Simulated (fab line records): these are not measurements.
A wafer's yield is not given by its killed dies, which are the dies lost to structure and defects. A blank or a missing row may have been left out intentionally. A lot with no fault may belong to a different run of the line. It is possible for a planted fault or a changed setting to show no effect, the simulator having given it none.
Matching of chambers / flow nand_harc / 4 sister chambers for NHARC_A_M1_ETCH_35 on rie_diel-05
The step etches the open film in N2/H2, target depth 40 nm, overetch 12 nm, time 43.94 s. 20 wafers are shown with their chamber, then 10 later ones without.

EACH WAFER AND ITS CHAMBER
wafer=L074.2; chamber=0; showerhead_plenum_p_Torr (Torr)=2.17; drypump_motor_current_A (A)=5.5; rf_vpp_V (V)=434.5
wafer=L074.3; chamber=2; showerhead_plenum_p_Torr (Torr)=1.99; drypump_motor_current_A (A)=5.7; rf_vpp_V (V)=429.3
wafer=L074.5; chamber=2; showerhead_plenum_p_Torr (Torr)=1.99; drypump_motor_current_A (A)=5.7; rf_vpp_V (V)=428.9
wafer=L075.2; chamber=1; showerhead_plenum_p_Torr (Torr)=2.07; drypump_motor_current_A (A)=5.9; rf_vpp_V (V)=431.8
wafer=L075.3; chamber=0; showerhead_plenum_p_Torr (Torr)=2.17; drypump_motor_current_A (A)=5.5; rf_vpp_V (V)=433.5
wafer=L075.4; chamber=2; showerhead_plenum_p_Torr (Torr)=1.99; drypump_motor_current_A (A)=5.7; rf_vpp_V (V)=429.5
wafer=L076.1; chamber=0; showerhead_plenum_p_Torr (Torr)=2.17; drypump_motor_current_A (A)=5.5; rf_vpp_V (V)=431.2
wafer=L076.3; chamber=3; showerhead_plenum_p_Torr (Torr)=1.93; drypump_motor_current_A (A)=5.6; rf_vpp_V (V)=427.7
wafer=L076.6; chamber=3; showerhead_plenum_p_Torr (Torr)=1.93; drypump_motor_current_A (A)=5.6; rf_vpp_V (V)=426.7
wafer=L080.4; chamber=2; showerhead_plenum_p_Torr (Torr)=1.99; drypump_motor_current_A (A)=5.7; rf_vpp_V (V)=429.3
wafer=L080.5; chamber=3; showerhead_plenum_p_Torr (Torr)=1.93; drypump_motor_current_A (A)=5.6; rf_vpp_V (V)=426.2
wafer=L080.6; chamber=1; showerhead_plenum_p_Torr (Torr)=2.07; drypump_motor_current_A (A)=6.0; rf_vpp_V (V)=432.3
wafer=L082.1; chamber=1; showerhead_plenum_p_Torr (Torr)=2.06; drypump_motor_current_A (A)=5.9; rf_vpp_V (V)=431.2
wafer=L082.4; chamber=2; showerhead_plenum_p_Torr (Torr)=1.99; drypump_motor_current_A (A)=5.7; rf_vpp_V (V)=429.8
wafer=L082.5; chamber=1; showerhead_plenum_p_Torr (Torr)=2.07; drypump_motor_current_A (A)=5.9; rf_vpp_V (V)=430.6
wafer=L081.3; chamber=2; showerhead_plenum_p_Torr (Torr)=1.99; drypump_motor_current_A (A)=5.7; rf_vpp_V (V)=428.2
wafer=L081.4; chamber=3; showerhead_plenum_p_Torr (Torr)=1.93; drypump_motor_current_A (A)=5.6; rf_vpp_V (V)=427.5
wafer=L081.6; chamber=0; showerhead_plenum_p_Torr (Torr)=2.17; drypump_motor_current_A (A)=5.5; rf_vpp_V (V)=434.2
wafer=L086.2; chamber=0; showerhead_plenum_p_Torr (Torr)=2.17; drypump_motor_current_A (A)=5.5; rf_vpp_V (V)=433.2
wafer=L086.3; chamber=2; showerhead_plenum_p_Torr (Torr)=1.99; drypump_motor_current_A (A)=5.7; rf_vpp_V (V)=427.2

SIGNATURES (means of the wafers above)
reading=showerhead_plenum_p_Torr; chamber 0=2.1700; chamber 1=2.0675; chamber 2=1.9900; chamber 3=1.9300; scatter within a chamber=0.00217
reading=drypump_motor_current_A; chamber 0=5.500; chamber 1=5.925; chamber 2=5.700; chamber 3=5.600; scatter within a chamber=0.0217
reading=rf_vpp_V; chamber 0=433.320; chamber 1=431.475; chamber 2=428.886; chamber 3=427.025; scatter within a chamber=0.958
Rule: distance of a wafer from a chamber = root of the sum over the readings of ((wafer's reading minus chamber's mean) / reading's scatter) squared. If the next closest chamber is less than 2 further off than the closest, the wafer can't be placed; otherwise it belongs to the closest. The scatter: the root of (the sum of the squares of (reading less its chamber's mean) over the shown wafers, divided by (wafers less chambers)).

WAFERS MISSING THEIR CHAMBER
wafer=L086.5; showerhead_plenum_p_Torr (Torr)=2.17; drypump_motor_current_A (A)=5.5; rf_vpp_V (V)=435.0
wafer=L088.2; showerhead_plenum_p_Torr (Torr)=2.17; drypump_motor_current_A (A)=5.5; rf_vpp_V (V)=433.0
wafer=L088.4; showerhead_plenum_p_Torr (Torr)=1.93; drypump_motor_current_A (A)=5.6; rf_vpp_V (V)=427.6
wafer=L088.5; showerhead_plenum_p_Torr (Torr)=2.17; drypump_motor_current_A (A)=5.5; rf_vpp_V (V)=433.2
wafer=L092.3; showerhead_plenum_p_Torr (Torr)=2.06; drypump_motor_current_A (A)=6.0; rf_vpp_V (V)=431.0
wafer=L092.4; showerhead_plenum_p_Torr (Torr)=1.99; drypump_motor_current_A (A)=5.7; rf_vpp_V (V)=429.5
wafer=L092.6; showerhead_plenum_p_Torr (Torr)=1.93; drypump_motor_current_A (A)=5.6; rf_vpp_V (V)=426.8
wafer=L094.4; showerhead_plenum_p_Torr (Torr)=2.17; drypump_motor_current_A (A)=5.5; rf_vpp_V (V)=434.7
wafer=L094.5; showerhead_plenum_p_Torr (Torr)=2.17; drypump_motor_current_A (A)=5.5; rf_vpp_V (V)=433.7
wafer=L094.6; showerhead_plenum_p_Torr (Torr)=1.93; drypump_motor_current_A (A)=5.6; rf_vpp_V (V)=427.9

EACH ONE'S CHAMBER
wafer=L086.5; from the rows above=0; in truth=0
wafer=L088.2; from the rows above=0; in truth=0
wafer=L088.4; from the rows above=3; in truth=3
wafer=L088.5; from the rows above=0; in truth=0
wafer=L092.3; from the rows above=1; in truth=1
wafer=L092.4; from the rows above=2; in truth=2
wafer=L092.6; from the rows above=3; in truth=3
wafer=L094.4; from the rows above=0; in truth=0
wafer=L094.5; from the rows above=0; in truth=0
wafer=L094.6; from the rows above=3; in truth=3
Correct placement for 10 of the 10. Can't be placed from these rows: 0. 0 placed wrongly.
